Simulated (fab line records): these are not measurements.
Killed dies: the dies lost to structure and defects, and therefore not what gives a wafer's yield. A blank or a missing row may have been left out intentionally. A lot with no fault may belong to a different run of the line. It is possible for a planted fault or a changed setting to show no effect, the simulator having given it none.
What tool caused it? | flow n5-finfet | Sampling: 24 lots, 72 wafers, 5 of 1938 route steps

== WHAT EACH GAUGE READ, for each wafer ==
N5_BEOL_M1_INSPECT_59: inspects for defects (darkfield). Usual: raw-defect-count 71, standard deviation 22.
lot  | measured     | on                | raw-defect-count | flag
L074 | day 6 11:48  | defect-inspect-01 | 50 65 71         |
L075 | day 6 18:05  | defect-inspect-02 | 65 60 120        |
L076 | day 6 22:51  | defect-inspect-01 | 63 50 57         |
L077 | day 7 02:04  | defect-inspect-02 | 79 81 81         |
L078 | day 7 09:11  | defect-inspect-02 | 69 90 69         |
L079 | day 7 13:20  | defect-inspect-02 | 60 77 52         |
L080 | day 7 16:44  | defect-inspect-01 | 131 79 80        |
L081 | day 8 11:38  | defect-inspect-02 | 58 64 73         |
L082 | day 8 14:49  | defect-inspect-02 | 186 94 91        |
L083 | day 8 18:02  | defect-inspect-01 | 71 46 65         |
L084 | day 9 05:35  | defect-inspect-01 | 72 84 99         |
L085 | day 9 14:21  | defect-inspect-01 | 49 35 69         |
L086 | day 9 16:35  | defect-inspect-01 | 77 57 48         |
L088 | day 9 22:46  | defect-inspect-02 | 56 81 121        |
L087 | day 10 02:50 | defect-inspect-01 | 54 42 50         |
L090 | day 10 05:37 | defect-inspect-01 | 102 65 72        |
L089 | day 10 06:08 | defect-inspect-01 | 73 49 93         |
L091 | day 10 12:43 | defect-inspect-01 | 52 76 87         |
L092 | day 11 00:03 | defect-inspect-01 | 61 73 70         |
L093 | day 11 02:55 | defect-inspect-01 | 59 57 74         |
L094 | day 11 13:35 | defect-inspect-01 | 99 69 100        |
L095 | day 11 15:14 | defect-inspect-01 | 69 57 65         |
L096 | day 12 04:04 | defect-inspect-01 | 65 79 77         |
L097 | day 12 04:59 | defect-inspect-01 | 46 66 57         |

N5_BEOL_M2_OVL_MEAS_12. Usual: M2_OVL gives 0.3 nm (standard deviation 0.66).
lot  | measured     | on         | M2_OVL (nm)    | flag
L074 | day 6 12:41  | overlay-01 | -0.2 -0.6 0.5  |
L075 | day 6 19:19  | overlay-01 | 0.5 0.6 0.3    |
L076 | day 6 23:40  | overlay-02 | 0.3 0.4 0.8    |
L077 | day 7 03:28  | overlay-01 | 1.0 1.7 1.5    |
L078 | day 7 12:49  | overlay-02 | -1.3 -1.4 -0.7 |
L079 | day 7 15:17  | overlay-01 | 0.5 0.7 0.7    |
L080 | day 7 18:59  | overlay-01 | 0.4 0.1 0.0    |
L081 | day 8 12:41  | overlay-02 | 1.7 0.9 1.4    |
L082 | day 8 15:35  | overlay-02 | -0.3 0.4 -0.4  |
L083 | day 8 18:44  | overlay-02 | 0.2 0.7 0.7    |
L084 | day 9 07:03  | overlay-01 | -0.6 -0.8 -0.7 |
L085 | day 9 16:52  | overlay-02 | 0.2 0.9 0.5    |
L086 | day 9 18:12  | overlay-01 | -0.4 0.1 0.0   |
L088 | day 10 01:32 | overlay-01 | 0.5 0.6 0.4    |
L087 | day 10 03:37 | overlay-02 | -0.4 -1.2 -0.5 |
L090 | day 10 07:34 | overlay-02 | -0.3 0.7 0.0   |
L089 | day 10 08:26 | overlay-02 | 0.1 0.2 0.6    |
L091 | day 10 14:43 | overlay-01 | -0.3 0.1 0.8   |
L092 | day 11 02:36 | overlay-01 | 1.2 0.9 1.5    |
L093 | day 11 04:40 | overlay-02 | -0.4 -0.5 -0.3 |
L094 | day 11 15:41 | overlay-02 | 0.1 0.1 0.4    |
L095 | day 11 16:38 | overlay-01 | -0.2 0.3 0.0   |
L096 | day 12 04:49 | overlay-01 | 0.1 0.2 1.0    |
L097 | day 12 13:02 | overlay-01 | 0.3 0.2 0.3    |

N5_BEOL_M2_CD_MEAS_28: target cd 26.2 nm, target cd y 24.1 nm. Usual: cd-nm 26.14 nm, standard deviation 0.24.
lot  | measured     | on        | cd-nm (nm)        | flag
L074 | day 6 13:39  | cd-sem-03 | 25.78 26.13 26.00 |
L075 | day 6 20:23  | cd-sem-01 | 25.90 25.87 26.04 |
L076 | day 7 00:30  | cd-sem-03 | 26.43 25.56 25.79 |
L077 | day 7 04:18  | cd-sem-03 | 25.86 26.18 25.98 |
L078 | day 7 13:47  | cd-sem-03 | 25.92 26.17 26.22 |
L079 | day 7 16:44  | cd-sem-02 | 26.60 26.36 26.37 |
L080 | day 7 20:15  | cd-sem-02 | 26.24 26.12 26.32 |
L081 | day 8 13:32  | cd-sem-03 | 25.97 26.45 26.23 |
L082 | day 8 16:40  | cd-sem-01 | 26.29 26.40 26.17 |
L083 | day 8 19:35  | cd-sem-02 | 26.36 26.13 25.90 |
L084 | day 9 08:13  | cd-sem-03 | 25.62 25.86 26.32 |
L085 | day 9 18:42  | cd-sem-02 | 26.06 26.11 26.08 |
L086 | day 9 19:24  | cd-sem-02 | 26.05 25.97 26.01 |
L088 | day 10 02:26 | cd-sem-03 | 26.23 26.31 26.25 |
L087 | day 10 04:28 | cd-sem-01 | 26.23 26.22 26.95 |
L090 | day 10 08:55 | cd-sem-03 | 26.44 26.05 26.16 |
L089 | day 10 09:22 | cd-sem-02 | 26.33 26.02 25.81 |
L091 | day 10 15:41 | cd-sem-03 | 26.06 26.55 26.05 |
L092 | day 11 03:26 | cd-sem-01 | 25.88 25.82 26.02 |
L093 | day 11 05:32 | cd-sem-02 | 26.52 26.29 25.94 |
L094 | day 11 16:54 | cd-sem-01 | 26.05 26.19 26.11 |
L095 | day 11 17:34 | cd-sem-02 | 26.28 26.29 25.73 |
L096 | day 12 05:47 | cd-sem-01 | 26.10 26.24 26.13 |
L097 | day 12 13:58 | cd-sem-01 | 25.78 26.22 26.21 |

== EACH LOT AND THE TOOL THAT RAN IT (in order: tool; ch and the chambers of the sampled wafers; start) ==
lot  | N5_BEOL_M2_DESCUM_16               | N5_BEOL_M2_STRIP_66
L074 | rie-diel-04 ch 0,2,3, day 6 12:46  | rie-diel-04 ch 0,2,3, day 6 12:59
L075 | rie-diel-04 ch 0,2, day 6 19:25    | rie-diel-04 ch 0,2, day 6 19:37
L076 | rie-diel-05 ch 0,1,3, day 6 23:45  | rie-diel-05 ch 0,1,3, day 6 23:58
L077 | rie-diel-06 ch 1,2,3, day 7 03:32  | rie-diel-06 ch 1,2,3, day 7 03:46
L078 | rie-diel-06 ch 0,1, day 7 12:54    | rie-diel-06 ch 0,1, day 7 13:07
L079 | rie-diel-04 ch 2,3, day 7 15:50    | rie-diel-04 ch 2,3, day 7 16:03
L080 | rie-diel-04 ch 0,1,2, day 7 19:29  | rie-diel-04 ch 0,1,2, day 7 19:43
L081 | rie-diel-06 ch 0,1, day 8 12:46    | rie-diel-06 ch 0,1, day 8 12:59
L082 | rie-diel-04 ch 1,3, day 8 15:40    | rie-diel-04 ch 1,3, day 8 15:53
L083 | rie-diel-05 ch 0,2, day 8 18:50    | rie-diel-05 ch 0,2, day 8 19:02
L084 | rie-diel-06 ch 1,2,3, day 9 07:25  | rie-diel-06 ch 1,2,3, day 9 07:38
L085 | rie-diel-06 ch 0,3, day 9 17:01    | rie-diel-06 ch 0,3, day 9 17:14
L086 | rie-diel-06 ch 0,2,3, day 9 18:25  | rie-diel-06 ch 0,2,3, day 9 18:37
L088 | rie-diel-06 ch 0,1, day 10 01:40   | rie-diel-06 ch 0,1, day 10 01:53
L087 | rie-diel-06 ch 0,1,3, day 10 03:43 | rie-diel-06 ch 0,1,3, day 10 03:55
L090 | rie-diel-04 ch 0,1,3, day 10 08:02 | rie-diel-04 ch 0,1,3, day 10 08:16
L089 | rie-diel-06 ch 0,1,3, day 10 08:32 | rie-diel-06 ch 0,1,3, day 10 08:44
L091 | rie-diel-06 ch 0,1,2, day 10 14:48 | rie-diel-06 ch 0,1,2, day 10 15:01
L092 | rie-diel-04 ch 1,3, day 11 02:41   | rie-diel-04 ch 1,3, day 11 02:54
L093 | rie-diel-04 ch 2,3, day 11 04:45   | rie-diel-04 ch 2,3, day 11 04:58
L094 | rie-diel-05 ch 1,2,3, day 11 15:57 | rie-diel-05 ch 1,2,3, day 11 16:10
L095 | rie-diel-06 ch 0,1,2, day 11 16:49 | rie-diel-06 ch 0,1,2, day 11 17:02
L096 | rie-diel-04 ch 0,1,2, day 12 04:55 | rie-diel-04 ch 0,1,2, day 12 05:08
L097 | rie-diel-04 ch 0,3, day 12 13:07   | rie-diel-04 ch 0,3, day 12 13:19
- N5_BEOL_M2_DESCUM_16: chemistry O2, time 7 s.
- N5_BEOL_M2_STRIP_66: strips in CF4.

== AS READ BY THE TOOLS THEMSELVES (means over the sampled wafers that have a number; for cases with no such wafer, the mark the record gives instead) ==
N5_BEOL_M2_DESCUM_16. Usual: for chamber-pressure-mTorr, 19.999 mTorr with a standard deviation of 0.017; for drypump-motor-current-A, 5.9 A with a standard deviation of 0.4; for oes-product-au, 0.81 a.u. with a standard deviation of 0.081; for rf-fwd-power-W, 49.38 W with a standard deviation of 0.2; for rf-vpp-V, 243.5 V with a standard deviation of 1.4; for showerhead-plenum-p-Torr, 2.11 Torr with a standard deviation of 0.075; for throttle-valve-pct, 20.29 % with a standard deviation of 0.21.
lot  | tool        | chamber-pressure-mTorr (mTorr) | drypump-motor-current-A (A) | oes-product-au (a.u.) | rf-fwd-power-W (W) | rf-vpp-V (V) | showerhead-plenum-p-Torr (Torr) | throttle-valve-pct (%) | flag
L074 | rie-diel-04 | 19.992                         | 5.6                         | 0.81                  | 49.36              | 244.0        | 2.13                            | 20.43                  |
L075 | rie-diel-04 | 19.998                         | 5.6                         | 0.87                  | 49.35              | 244.5        | 2.13                            | 20.41                  |
L076 | rie-diel-05 | 20.005                         | 5.6                         | 0.80                  | 49.35              | 245.1        | 2.16                            | 20.37                  |
L077 | rie-diel-06 | 20.004                         | 6.2                         | 0.79                  | 49.33              | 242.9        | 2.07                            | 20.27                  |
L078 | rie-diel-06 | 20.014                         | 6.3                         | 0.83                  | 49.17              | 244.4        | 2.18                            | 20.32                  |
L079 | rie-diel-04 | 19.990                         | 5.7                         | 0.93                  | 49.31              | 244.5        | 2.13                            | 20.21                  |
L080 | rie-diel-04 | 19.997                         | 5.8                         | 0.85                  | 49.56              | 243.8        | 2.13                            | 20.31                  |
L081 | rie-diel-06 | 20.016                         | 6.2                         | 0.82                  | 49.30              | 243.3        | 2.18                            | 20.34                  |
L082 | rie-diel-04 | 20.000                         | 5.9                         | 0.89                  | 49.54              | 243.8        | 2.13                            | 19.99                  |
L083 | rie-diel-05 | 19.990                         | 5.3                         | 0.91                  | 49.45              | 244.1        | 2.20                            | 20.20                  |
L084 | rie-diel-06 | 20.022                         | 6.2                         | 0.77                  | 49.31              | 243.2        | 2.06                            | 20.31                  |
L085 | rie-diel-06 | 20.000                         | 6.4                         | 0.69                  | 49.34              | 242.0        | 2.01                            | 20.19                  |
L086 | rie-diel-06 | 19.994                         | 6.0                         | 0.72                  | 49.44              | 242.4        | 2.02                            | 20.30                  |
L088 | rie-diel-06 | 20.002                         | 6.2                         | 0.81                  | 49.32              | 244.5        | 2.17                            | 20.35                  |
L087 | rie-diel-06 | 20.020                         | 6.3                         | 0.76                  | 49.27              | 242.5        | 2.09                            | 20.27                  |
L090 | rie-diel-04 | 20.016                         | 5.7                         | 0.87                  | 49.46              | 243.6        | 2.13                            | 20.13                  |
L089 | rie-diel-06 | 20.009                         | 6.3                         | 0.75                  | 49.31              | 242.6        | 2.09                            | 20.28                  |
L091 | rie-diel-06 | 20.001                         | 6.0                         | 0.77                  | 49.36              | 243.4        | 2.10                            | 20.39                  |
L092 | rie-diel-04 | 20.001                         | 5.7                         | 0.87                  | 49.47              | 243.8        | 2.13                            | 20.05                  |
L093 | rie-diel-04 | 20.015                         | 5.7                         | 0.85                  | 49.50              | 244.5        | 2.12                            | 20.26                  |
L094 | rie-diel-05 | 20.009                         | 5.8                         | 0.85                  | 49.45              | 243.8        | 2.12                            | 20.10                  |
L095 | rie-diel-06 | 19.987                         | 6.0                         | 0.76                  | 49.30              | 243.0        | 2.10                            | 20.41                  |
L096 | rie-diel-04 | 20.007                         | 5.8                         | 0.80                  | 49.45              | 243.4        | 2.11                            | 20.35                  |
L097 | rie-diel-04 | 19.993                         | 5.5                         | 0.84                  | 49.23              | 243.8        | 2.12                            | 20.29                  |

N5_BEOL_M2_STRIP_66. Usual: for chamber-pressure-mTorr, 50.00 mTorr with a standard deviation of 0.047; for drypump-motor-current-A, 5.9 A with a standard deviation of 0.41; for oes-product-au, 0.79 a.u. with a standard deviation of 0.076; for rf-fwd-power-W, 292.5 W with a standard deviation of 0.97; for rf-vpp-V, 271.4 V with a standard deviation of 1.5; for showerhead-plenum-p-Torr, 1.81 Torr with a standard deviation of 0.06; for throttle-valve-pct, 13.45 % with a standard deviation of 0.18.
lot  | tool        | chamber-pressure-mTorr (mTorr) | drypump-motor-current-A (A) | oes-product-au (a.u.) | rf-fwd-power-W (W) | rf-vpp-V (V) | showerhead-plenum-p-Torr (Torr) | throttle-valve-pct (%) | flag
L074 | rie-diel-04 | 50.01                          | 5.6                         | 0.79                  | 293.1              | 272.2        | 1.82                            | 13.58                  |
L075 | rie-diel-04 | 49.98                          | 5.6                         | 0.85                  | 292.5              | 271.6        | 1.82                            | 13.50                  |
L076 | rie-diel-05 | 49.99                          | 5.5                         | 0.78                  | 292.0              | 273.0        | 1.85                            | 13.53                  |
L077 | rie-diel-06 | 49.99                          | 6.3                         | 0.77                  | 293.8              | 269.8        | 1.78                            | 13.49                  |
L078 | rie-diel-06 | 49.98                          | 6.3                         | 0.82                  | 291.8              | 272.9        | 1.86                            | 13.46                  |
L079 | rie-diel-04 | 50.01                          | 5.7                         | 0.91                  | 292.2              | 272.4        | 1.82                            | 13.32                  |
L080 | rie-diel-04 | 49.97                          | 5.8                         | 0.84                  | 292.2              | 271.7        | 1.82                            | 13.43                  |
L081 | rie-diel-06 | 50.04                          | 6.3                         | 0.81                  | 292.2              | 272.7        | 1.86                            | 13.48                  |
L082 | rie-diel-04 | 50.06                          | 5.9                         | 0.87                  | 291.9              | 273.2        | 1.82                            | 13.18                  |
L083 | rie-diel-05 | 50.01                          | 5.3                         | 0.88                  | 292.3              | 272.7        | 1.88                            | 13.30                  |
L084 | rie-diel-06 | 49.99                          | 6.2                         | 0.75                  | 292.3              | 270.7        | 1.77                            | 13.52                  |
L085 | rie-diel-06 | 50.02                          | 6.4                         | 0.69                  | 292.4              | 270.0        | 1.73                            | 13.47                  |
L086 | rie-diel-06 | 50.02                          | 6.0                         | 0.71                  | 291.9              | 269.7        | 1.74                            | 13.52                  |
L088 | rie-diel-06 | 49.99                          | 6.3                         | 0.80                  | 292.8              | 272.1        | 1.86                            | 13.49                  |
L087 | rie-diel-06 | 50.01                          | 6.3                         | 0.74                  | 292.7              | 271.4        | 1.79                            | 13.47                  |
L090 | rie-diel-04 | 50.02                          | 5.7                         | 0.85                  | 292.9              | 271.6        | 1.82                            | 13.30                  |
L089 | rie-diel-06 | 50.00                          | 6.3                         | 0.75                  | 292.5              | 271.7        | 1.79                            | 13.48                  |
L091 | rie-diel-06 | 49.95                          | 6.0                         | 0.76                  | 292.6              | 271.9        | 1.80                            | 13.56                  |
L092 | rie-diel-04 | 49.99                          | 5.7                         | 0.85                  | 293.7              | 272.0        | 1.82                            | 13.21                  |
L093 | rie-diel-04 | 50.01                          | 5.7                         | 0.84                  | 291.9              | 271.2        | 1.81                            | 13.38                  |
L094 | rie-diel-05 | 49.99                          | 5.8                         | 0.84                  | 293.5              | 271.3        | 1.81                            | 13.29                  |
L095 | rie-diel-06 | 50.03                          | 6.0                         | 0.76                  | 292.5              | 270.8        | 1.80                            | 13.58                  |
L096 | rie-diel-04 | 50.03                          | 5.8                         | 0.79                  | 293.0              | 270.8        | 1.81                            | 13.51                  |
L097 | rie-diel-04 | 50.01                          | 5.5                         | 0.82                  | 293.5              | 272.7        | 1.82                            | 13.43                  |

== THE ANSWER, worked out from the rows above alone ==
Rule: a lot is off if the mean of its wafers that have a number lies more than 3 standard deviations from the usual mean. Also off: a lot with no number at a reading for which 4 or more lots have one. Where the step has rows for the other lots, those lots are counted as sound. First the gauges in route order, then the tools' own readings, where a lot's mean is used as printed above. At the first step where some lot is off, the reading lying furthest off is the one used; lots without a number count as furthest.
No lot is off at any reading shown: from this, nothing can be told.

== WHAT HAD BEEN PUT IN BY THE SIMULATOR ==
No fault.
